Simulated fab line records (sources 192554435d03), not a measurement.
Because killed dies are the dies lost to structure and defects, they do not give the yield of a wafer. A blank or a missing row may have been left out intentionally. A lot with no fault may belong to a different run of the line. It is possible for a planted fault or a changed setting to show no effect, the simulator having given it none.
Which of the tools did it? ; flow n5Finfet ; route of 1938 steps, sampled at 1 step: 11 lots, 33 wafers

WHAT THE GAUGES SHOWED, per wafer
N5_HKMG_FIN_CD_MEAS_12: the cd target is 92.8 nm.
lot;measured;on;cdNm (nm)
L075;day 4 11:33;cdSem-03;94.5 94.0 93.5
L077;day 4 23:19;cdSem-03;92.8 91.9 92.4
L080;day 5 14:56;cdSem-02;92.4 92.3 91.2
L082;day 6 03:55;cdSem-01;91.9 94.1 91.9
L084;day 6 15:19;cdSem-03;92.8 92.5 92.3
L086;day 7 06:35;cdSem-03;92.5 93.1 94.4
L088;day 7 16:07;cdSem-02;92.3 93.2 94.5
L090;day 8 02:06;cdSem-01;92.6 91.7 92.8
L092;day 8 13:31;cdSem-02;92.7 94.1 94.6
L094;day 9 04:13;cdSem-03;92.9 92.5 92.8
L096;day 9 17:35;cdSem-02;92.8 93.6 92.5

WHICH TOOL RAN EACH LOT (tool, then ch and the chambers of the sampled wafers, then the start)
Record: no process step prior to these readings.

THE ANSWER, worked out from the rows above alone
Rule: usual is defined by the lots themselves. Put in order of their means at a reading, lots are off if they are a third of the lots or fewer, leave a main group of 4 or more, and stand apart from it by a gap of 3 or more times the standard deviation of the main group's means; of several such gaps the widest counts. Not used: any main group whose means are identical at the precision the tables above print for the reading. A lot without any number at a reading at which 4 lots or more have one is off too. Where the step has rows for the other lots, those lots are counted as sound.
Nothing can be told from this: no lot is off at any reading shown.

WHAT THE SIMULATOR HAD PUT IN
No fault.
